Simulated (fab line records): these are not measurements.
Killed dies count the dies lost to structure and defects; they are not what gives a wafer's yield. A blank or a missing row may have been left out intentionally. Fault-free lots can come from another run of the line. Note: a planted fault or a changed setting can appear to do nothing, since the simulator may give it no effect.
fab line records ; flow n5-finfet
record: lots: 11; wafers: 32; last-day: 16
route steps=1938 shown BEOL_M7@1323 MIM_BOT_ETCH@1866 PAD_METAL@1893 PASSIVATION@1936
lots with no fault: from the same line, run without faults
start-h: hours from the record's first day to the start of the lot's first wafer shown ; wait-h: hours from the lot's prior step to this one ; " unchanged from the row above ; L1.1+2: several wafers, shown together as one row ; - no value, or no start was given ; * or withheld: withheld ; < > ~ a bound
route shown NAME@n: NAME is a module with steps in the file, n the number in the route of the first one ; usual: mean and standard deviation over wafers with no fault ; same: alike in all rows ; chamber/n: place in a boat ; sites: readings site by site ; _std_site: the values' standard deviation ; _edge_site: inner sites' mean taken away from outer sites' mean ; radius-mm: how far each site lies from the wafer's centre ; mask NAME#n: copy n ; behind: the last tool/chamber to shape the wafer ; hold: reason for holding the lot/hours on hold/outcome of the hold ; device: whichever transistor did not switch (one of n, p or np) ; end of line: the same wafers' tests at the end of the route ; step lacking rows: just its recipe ; killed: dies that structure and defects cost at the first sort, which is not the same as the wafer's yield ; map: the dies of a wafer, with x for killed, . for not killed, _ for no die there
set.NAME: setting as actually run; set.NAME@STEP: the setting as run at that earlier step ; model.NAME: the simulator's own value behind a step, which no gauge read
one table for each step of the route and one row for each wafer, over a sample of lots
services: when a tool's chamber went out of use (start-h, in hours from the record's first day, below 0 if earlier), for how many hours, and the reason
== steps ==
step: N5_BEOL_M7_SPUTTER_48
recipe: material: Cu; target-thk-a: 100; temp-c: -20; bias-v: 60; power-w: 26000; chamber-pressure-pa: 0.13; time-s: 1.667
usual: throttle-valve-pct: 30.3/1.1
lot.wafer;tool;chamber;start-h;wait-h;throttle-valve-pct
L166.1;pvd-sputter-01;-;197.56;0.2;31.1
L166.4;pvd-sputter-01;-;197.56;0.2;31.5
L166.6;pvd-sputter-01;-;197.56;0.2;31.9
L167.2;pvd-sputter-01;-;206.74;0.1;31.6
L167.3;pvd-sputter-01;-;206.74;0.1;31.1
L167.5;pvd-sputter-01;-;206.74;0.1;31.6
L168.2;pvd-sputter-01;-;207.20;0.1;31.1
L168.4;pvd-sputter-01;-;207.20;0.1;28.4
L168.5;pvd-sputter-01;-;207.20;0.1;29.7
L169.2;pvd-sputter-01;-;227.33;0.4;31.2
L169.5;pvd-sputter-01;-;227.33;0.4;30.0
L169.6;pvd-sputter-01;-;227.33;0.4;28.6
L173.2;pvd-sputter-03;-;245.82;0.3;30.7
L173.3;pvd-sputter-03;-;245.82;0.3;29.2
L174.1;pvd-sputter-03;-;261.79;1.0;30.9
L174.3;pvd-sputter-03;-;261.79;1.0;29.5
L174.4;pvd-sputter-03;-;261.79;1.0;29.5
L175.3;pvd-sputter-01;-;268.33;0.1;28.8
L175.4;pvd-sputter-01;-;268.33;0.1;29.9
L175.6;pvd-sputter-01;-;268.33;0.1;29.9
L177.1;pvd-sputter-03;-;269.08;0.2;29.3
L177.2;pvd-sputter-03;-;269.08;0.2;29.4
L177.4;pvd-sputter-03;-;269.08;0.2;30.6
L183.4;pvd-sputter-01;-;301.56;0.1;31.0
L183.5;pvd-sputter-01;-;301.56;0.1;31.7
L183.6;pvd-sputter-01;-;301.56;0.1;28.4
L182.1;pvd-sputter-02;-;311.89;0.2;32.1
L182.2;pvd-sputter-02;-;311.89;0.2;30.1
L182.6;pvd-sputter-02;-;311.89;0.2;32.0
L185.3;pvd-sputter-01;-;317.50;0.1;29.5
L185.4;pvd-sputter-01;-;317.50;0.1;32.0
L185.6;pvd-sputter-01;-;317.50;0.1;28.5
step: N5_MIM_BOT_ETCH_ETCH_04
recipe: chemistry: CF4/O2; target: SiNx; target-depth-a: 260; time-s: 13; ion-energy-ev: 100; pressure-mtorr: 40; source-w: 535; bias-w: 49; Ar_flow_sccm: 100; cf4-flow-sccm: 100; O2_flow_sccm: 10
usual: drypump-motor-current-A: 5.6/0.51; mfc-ar-sccm: 100.01/0.29; oes-product-au: 0.83/0.065; rf-vpp-V: 244/4.1; showerhead-plenum-p-Torr: 2.17/0.065; throttle-valve-pct: 15.88/0.22
lot.wafer;tool;chamber;start-h;wait-h;drypump-motor-current-A;mfc-ar-sccm;oes-product-au;rf-hours-counter-h;rf-vpp-V;showerhead-plenum-p-Torr;throttle-valve-pct
L166.1;rie-diel-04;3;269.16;0.0;6.1;100.06;0.86;36;242;2.14;15.59
L166.4;rie-diel-04;0;269.16;0.0;5.0;100.10;0.92;14;244;2.16;15.79
L166.6;rie-diel-04;3;269.16;0.0;6.1;100.22;0.86;-;241;2.14;15.61
L167.2;rie-diel-03;3;269.32;0.0;5.2;100.59;0.71;184;237;2.29;16.18
L167.3;rie-diel-03;0;269.32;0.0;6.1;99.94;0.85;57;248;2.15;16.19
L167.5;rie-diel-03;0;269.32;0.0;6.1;99.60;0.85;-;247;2.15;16.17
L168.2;rie-diel-03;1;272.41;0.0;5.3;99.57;0.79;107;250;2.14;15.79
L168.4;rie-diel-03;0;272.41;0.0;6.1;99.79;0.86;58;247;2.15;16.19
L168.5;rie-diel-03;3;272.41;0.0;5.2;99.50;0.72;-;238;2.29;16.19
L169.2;rie-diel-04;1;298.59;0.0;6.0;99.73;0.69;248;247;2.26;16.44
L169.5;rie-diel-04;3;298.59;0.0;6.1;100.02;0.84;-;242;2.14;15.63
L169.6;rie-diel-04;2;298.59;0.0;5.1;99.89;0.86;-;240;2.14;15.78
L173.2;rie-diel-04;0;311.43;0.0;5.0;100.06;0.88;31;243;2.15;15.84
L173.3;rie-diel-04;2;311.43;0.0;5.0;99.80;0.84;64;239;2.14;15.80
L174.1;rie-diel-04;3;322.74;0.0;6.2;99.96;0.82;59;240;2.14;15.65
L174.3;rie-diel-04;2;322.74;0.0;5.1;100.05;0.84;70;240;2.14;15.82
L174.4;rie-diel-04;3;322.74;0.0;6.2;99.43;0.82;-;242;2.14;15.65
L177.1;rie-diel-03;0;329.86;0.0;6.1;99.86;0.82;80;249;2.14;16.22
L177.2;rie-diel-03;3;329.86;0.0;5.1;100.57;0.70;206;240;2.28;16.23
L177.4;rie-diel-03;2;329.86;0.0;5.9;99.95;0.89;22;251;2.15;15.65
L175.3;rie-diel-04;3;335.60;0.0;6.2;99.92;0.81;63;242;2.13;15.66
L175.4;rie-diel-04;0;335.60;0.0;5.0;100.20;0.87;41;245;2.15;15.84
L175.6;rie-diel-04;2;335.60;0.0;5.0;100.59;0.84;-;240;2.14;15.82
L183.4;rie-diel-03;2;366.07;0.0;5.9;99.50;0.88;35;252;2.15;15.69
L183.5;rie-diel-03;0;366.07;0.0;6.1;99.82;0.81;-;247;2.14;16.23
L183.6;rie-diel-03;1;366.07;0.0;5.3;100.34;0.75;-;248;2.13;15.86
L182.1;rie-diel-02;0;367.93;0.0;5.1;99.94;0.90;23;245;2.34;16.08
L182.2;rie-diel-02;1;367.93;0.0;6.4;99.55;0.85;68;240;2.14;15.53
L182.6;rie-diel-02;0;367.93;0.0;5.1;100.21;0.90;-;245;2.34;16.08
L185.3;rie-diel-02;1;382.90;0.0;6.4;100.03;0.82;75;242;2.14;15.53
L185.4;rie-diel-02;1;382.90;0.0;6.4;100.43;0.82;-;241;2.14;15.50
L185.6;rie-diel-02;0;382.90;0.0;5.1;100.53;0.87;-;244;2.34;16.10
step: N5_MIM_BOT_ETCH_ETCH_03
recipe: chemistry: Cl2/BCl3; target-depth-a: 120; pressure-mtorr: 8; icp-w: 800; bias-w: 100; Cl2_flow_sccm: 20; bcl3-flow-sccm: 80
usual: drypump-motor-current-A: 5.8/0.42; oes-product-au: 0.84/0.11; throttle-valve-pct: 27.76/0.24
lot.wafer;tool;chamber;start-h;wait-h;drypump-motor-current-A;oes-product-au;rf-hours-counter-h;throttle-valve-pct
L166.1;rie-metal-03;0;269.25;0.1;6.2;0.82;36;27.87
L166.4;rie-metal-03;0;269.25;0.1;6.1;0.83;-;27.84
L166.6;rie-metal-03;0;269.25;0.1;6.2;0.82;-;27.86
L167.2;rie-metal-02;0;269.43;0.1;5.9;0.62;117;27.82
L167.3;rie-metal-02;1;269.43;0.1;5.6;0.99;-;27.64
L167.5;rie-metal-02;0;269.43;0.1;5.9;0.62;-;27.82
L168.2;rie-metal-02;0;272.50;0.1;5.9;0.63;118;27.82
L168.4;rie-metal-02;0;272.50;0.1;5.9;0.63;-;27.82
L168.5;rie-metal-02;0;272.50;0.1;5.9;0.63;-;27.82
L169.2;rie-metal-02;1;298.70;0.1;5.6;0.95;-;27.66
L169.5;rie-metal-02;1;298.70;0.1;5.6;0.95;-;27.66
L169.6;rie-metal-02;1;298.70;0.1;5.6;0.94;-;27.64
L173.2;rie-metal-02;1;311.55;0.1;5.6;0.92;-;27.67
L173.3;rie-metal-02;1;311.55;0.1;5.6;0.92;-;27.66
L174.1;rie-metal-01;0;322.83;0.1;5.5;0.93;7;27.84
L174.3;rie-metal-01;1;322.83;0.1;6.4;0.64;-;28.15
L174.4;rie-metal-01;0;322.83;0.1;5.5;0.92;-;27.85
L177.1;rie-metal-02;1;329.95;0.1;5.6;0.90;9;27.65
L177.2;rie-metal-02;0;329.95;0.1;5.9;0.97;0;27.06
L177.4;rie-metal-02;0;329.95;0.1;5.9;0.97;-;27.06
L175.3;rie-metal-01;0;335.74;0.1;5.6;0.91;-;27.86
L175.4;rie-metal-01;0;335.74;0.1;5.5;0.91;-;27.86
L175.6;rie-metal-01;0;335.74;0.1;5.5;0.91;-;27.87
L183.4;rie-metal-03;0;366.19;0.1;6.2;0.79;-;27.87
L183.5;rie-metal-03;1;366.19;0.1;5.1;0.74;-;27.44
L183.6;rie-metal-03;0;366.19;0.1;6.2;0.79;-;27.88
L182.1;rie-metal-01;0;368.02;0.1;5.5;0.89;12;27.88
L182.2;rie-metal-01;1;368.02;0.1;6.4;0.98;2;27.90
L182.6;rie-metal-01;0;368.02;0.1;5.6;0.89;-;27.86
L185.3;rie-metal-01;0;383.02;0.1;5.5;0.88;-;27.86
L185.4;rie-metal-01;1;383.02;0.1;6.4;0.97;-;27.91
L185.6;rie-metal-01;1;383.02;0.1;6.4;0.97;-;27.90
step: N5_PASSIVATION_DEGAS_18
recipe: ambient: vacuum; temp-c: 300; time-s: 60
usual: heater-power-w: 471/64
lot.wafer;tool;chamber;start-h;wait-h;heater-power-w
L166.1;pvd-sputter-01;-;272.99;1.9;450
L166.4;pvd-sputter-01;-;272.99;1.9;371
L166.6;pvd-sputter-01;-;272.99;1.9;365
L167.2;pvd-sputter-02;-;273.71;0.5;525
L167.3;pvd-sputter-02;-;273.71;0.5;384
L167.5;pvd-sputter-02;-;273.71;0.5;485
L168.2;pvd-sputter-02;-;275.06;0.4;511
L168.4;pvd-sputter-02;-;275.06;0.4;512
L168.5;pvd-sputter-02;-;275.06;0.4;517
L169.2;pvd-sputter-01;-;301.68;0.4;432
L169.5;pvd-sputter-01;-;301.68;0.4;376
L169.6;pvd-sputter-01;-;301.68;0.4;448
L173.2;pvd-sputter-01;-;314.36;0.3;442
L173.3;pvd-sputter-01;-;314.36;0.3;374
L174.1;pvd-sputter-01;-;325.50;0.3;369
L174.3;pvd-sputter-01;-;325.50;0.3;446
L174.4;pvd-sputter-01;-;325.50;0.3;383
L177.1;pvd-sputter-03;-;334.23;0.5;581
L177.2;pvd-sputter-03;-;334.23;0.5;492
L177.4;pvd-sputter-03;-;334.23;0.5;390
L175.3;pvd-sputter-03;-;338.45;0.1;487
L175.4;pvd-sputter-03;-;338.45;0.1;387
L175.6;pvd-sputter-03;-;338.45;0.1;485
L183.4;pvd-sputter-02;-;369.45;0.2;505
L183.5;pvd-sputter-02;-;369.45;0.2;517
L183.6;pvd-sputter-02;-;369.45;0.2;512
L182.1;pvd-sputter-02;-;369.98;0.0;386
L182.2;pvd-sputter-02;-;369.98;0.0;504
L182.6;pvd-sputter-02;-;369.98;0.0;528
L185.3;pvd-sputter-02;-;386.28;0.1;517
L185.4;pvd-sputter-02;-;386.28;0.1;390
L185.6;pvd-sputter-02;-;386.28;0.1;525
step: N5_PASSIVATION_PROBE_49
usual: defect-limited-yield: 91.7/1.7; killed_at_M0_to_M3: 34/10; killed_at_M4_up: 13/5.1; killed-at-contacts: 12/6.2; killed-at-front-end: 36/12; killed-at-other: 3.2/2.6; killed-dies: 98/20; killed-on-rim: 13/4.5; killed-open: 65/13; killed-short: 32/8.4; sort_bin_5_function: 4.8/1.1; sort_bin_6_memory: 3.2/0.74; sort-n-pass: 1082/20; sort-yield-pct: 91.7/1.7
same: gross-dies: 1180; killed-at-back-side: 0; sort_bin_4_leakage[%]: 0; sort_bin_8_speed[%]: 0
lot.wafer;tool;chamber;start-h;wait-h;defect-limited-yield[%];killed_at_M0_to_M3;killed_at_M4_up;killed-at-contacts;killed-at-front-end;killed-at-other;killed-dies;killed-on-rim;killed-open;killed-short;sort_bin_5_function[%];sort_bin_6_memory[%];sort-n-pass;sort-yield-pct[%]
L166.1;prober-02;-;278.84;0.0;92.8;41;16;3;24;1;85;9;50;35;4.4;2.5;1095;92.8
L166.4;prober-02;-;278.99;0.2;92.8;26;12;12;32;3;85;12;52;32;4.3;2.6;1095;92.8
L166.6;prober-02;-;279.09;0.3;90.1;43;10;18;41;5;117;19;79;38;6.4;3.4;1063;90.1
L183.4;prober-02;-;376.64;0.2;88.6;50;10;20;50;4;134;19;92;36;6.9;3.7;1046;88.6
L183.5;prober-02;-;376.69;0.2;88.6;47;9;17;58;4;135;15;89;46;6.9;4.3;1045;88.6
L183.6;prober-02;-;376.74;0.3;87.2;65;30;6;45;5;151;27;88;40;8.3;4.2;1029;87.2
L185.3;prober-02;-;392.07;0.1;93.1;22;12;11;35;2;82;8;57;23;4.6;2.2;1098;93.1
L185.4;prober-02;-;392.12;0.2;92.9;30;12;5;31;6;84;15;51;31;4.2;2.7;1096;92.9
L185.6;prober-02;-;392.22;0.3;87.8;40;39;18;39;8;144;24;74;49;6.4;4.7;1036;87.8
killed by level:class
L166.1 BEOL_M0_SAQP:geometric-particle:short=14 BEOL_M0_SAQP:geometric-particle:open=13 BEOL_M4:geometric-particle:open=8 GATE_CUT:geometric-particle:short=5 FIN_SAQP:geometric-particle:short=3 STI_FIN_REVEAL:geometric-particle:open=3 BEOL_M2:geometric-particle:open=3 BEOL_M7:geometric-particle:open=3
L166.4 BEOL_M2:geometric-particle:open=10 MOL_CONTACT_COAG:geometric-particle:open=8 BEOL_M0_SAQP:geometric-particle:open=6 FIN_SAQP:geometric-particle:open=5 STI_FIN_REVEAL:geometric-particle:open=5 BEOL_M0_SAQP:geometric-particle:short=5 FIN_SAQP:geometric-particle:short=3 STARTING-WAFER:geometric-particle:short=3
L166.6 MOL_CONTACT_COAG:geometric-particle:open=16 BEOL_M0_SAQP:geometric-particle:short=15 BEOL_M2:geometric-particle:open=10 DUMMY_GATE:geometric-particle:open=8 BEOL_M0_SAQP:geometric-particle:open=7 FIN_SAQP:geometric-particle:open=6 FIN_SAQP:geometric-particle:short=6 STI_FIN_REVEAL:geometric-particle:open=6
L183.4 MOL_CONTACT_COAG:geometric-particle:open=19 FIN_SAQP:geometric-particle:open=16 BEOL_M1:geometric-particle:open=11 BEOL_M2:geometric-particle:open=11 FIN_SAQP:geometric-particle:short=9 BEOL_M0_SAQP:geometric-particle:short=8 BEOL_M0_SAQP:geometric-particle:open=8 BEOL_M1:geometric-particle:short=7
L183.5 FIN_SAQP:geometric-particle:open=17 BEOL_M0_SAQP:geometric-particle:open=15 FIN_SAQP:geometric-particle:short=11 MOL_CONTACT_COAG:geometric-particle:open=11 STI_FIN_REVEAL:geometric-particle:open=8 BEOL_M0_SAQP:geometric-particle:short=7 BEOL_M3:geometric-particle:open=7 MOL_CONTACT_COAG:geometric-particle:short=6
L183.6 BEOL_M7:interface-void-opened=21 BEOL_M2:geometric-particle:open=15 BEOL_M0_SAQP:geometric-particle:short=12 BEOL_M3:geometric-particle:open=11 BEOL_M1:geometric-particle:open=10 GATE_CUT:geometric-particle:short=9 BEOL_M0_SAQP:geometric-particle:open=9 FIN_SAQP:geometric-particle:open=7
L185.3 MOL_CONTACT_COAG:geometric-particle:open=9 DUMMY_GATE:geometric-particle:open=7 BEOL_M0_SAQP:geometric-particle:open=7 STARTING-WAFER:geometric-particle:short=6 FIN_SAQP:geometric-particle:open=5 FIN_SAQP:geometric-particle:short=4 BEOL_M1:geometric-particle:open=4 BEOL_M3:geometric-particle:open=4
L185.4 STI_FIN_REVEAL:geometric-particle:open=8 FIN_SAQP:geometric-particle:open=6 BEOL_M0_SAQP:geometric-particle:open=6 BEOL_M0_SAQP:geometric-particle:short=5 BEOL_M1:geometric-particle:open=5 BEOL_M4:geometric-particle:short=4 BEOL_M4:geometric-particle:open=4 PASS1_CAP:geometric-particle:open=4
L185.6 BEOL_M7:interface-void-opened=18 MOL_CONTACT_COAG:geometric-particle:open=11 BEOL_M0_SAQP:geometric-particle:short=10 BEOL_M4:geometric-particle:open=10 MOL_CONTACT_COAG:geometric-particle:short=7 BEOL_M3:geometric-particle:open=7 BEOL_M1:geometric-particle:open=6 BEOL_M2:geometric-particle:open=6
== services ==
tool;chamber;start-h;hours;kind
rie-diel-04;0;177.63;-;clean
rie-diel-04;0;177.63;-;consumable-replace:focus-ring
rie-diel-04;0;177.63;29.9;scheduled-down
rie-diel-04;0;177.63;29.9;vent-cycle
rie-metal-03;-;181.71;0.5;repair
rie-diel-03;1;204.96;8.0;repair
rie-metal-02;-;210.46;2.8;pm
rie-diel-03;0;222.41;3.9;repair
rie-diel-04;0;244.97;22.3;repair
rie-metal-02;1;253.66;-;clean
rie-metal-02;1;253.66;11.0;scheduled-down
rie-metal-02;1;253.66;11.0;vent-cycle
pvd-sputter-01;-;260.51;3.0;repair
rie-diel-02;3;277.74;6.1;repair
rie-metal-02;0;295.13;-;clean
rie-metal-02;0;295.13;32.6;scheduled-down
rie-metal-02;0;295.13;32.6;vent-cycle
rie-diel-02;-;307.01;4.3;pm
rie-diel-02;0;321.23;8.0;repair
rie-diel-03;3;348.19;4.0;repair
rie-metal-01;-;355.07;0.8;repair
rie-metal-03;-;359.48;2.8;pm
rie-diel-03;1;368.65;27.6;repair
rie-diel-02;3;373.97;29.1;repair
== key ==
first-sign: step: N5_PASSIVATION_PROBE_49; reading: killed_at_M4_up; direction: up; sigmas: 4.1; usual: 13; struck: 34
effect: step: N5_PASSIVATION_PROBE_49; reading: killed-on-rim; direction: up; sigmas: 2.8; usual: 13; struck: 26
met-at N5_BEOL_M7_SPUTTER_48
struck-lots L183,L185
struck-wafers L183.6,L185.6
not-acting-at N5_MIM_BOT_ETCH_ETCH_04,N5_MIM_BOT_ETCH_ETCH_03,N5_PASSIVATION_DEGAS_18
onset-between 268.33 301.56
fault: kind: process-parameter-drift; tool: pvd-sputter-01; chamber: -; onset-h: 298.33; steps: N5_BEOL_M7_SPUTTER_48; channel: time-s; offset: *; shape: step; end-h: 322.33; scope: struck-wafers-only; acts-in: *; stated: *
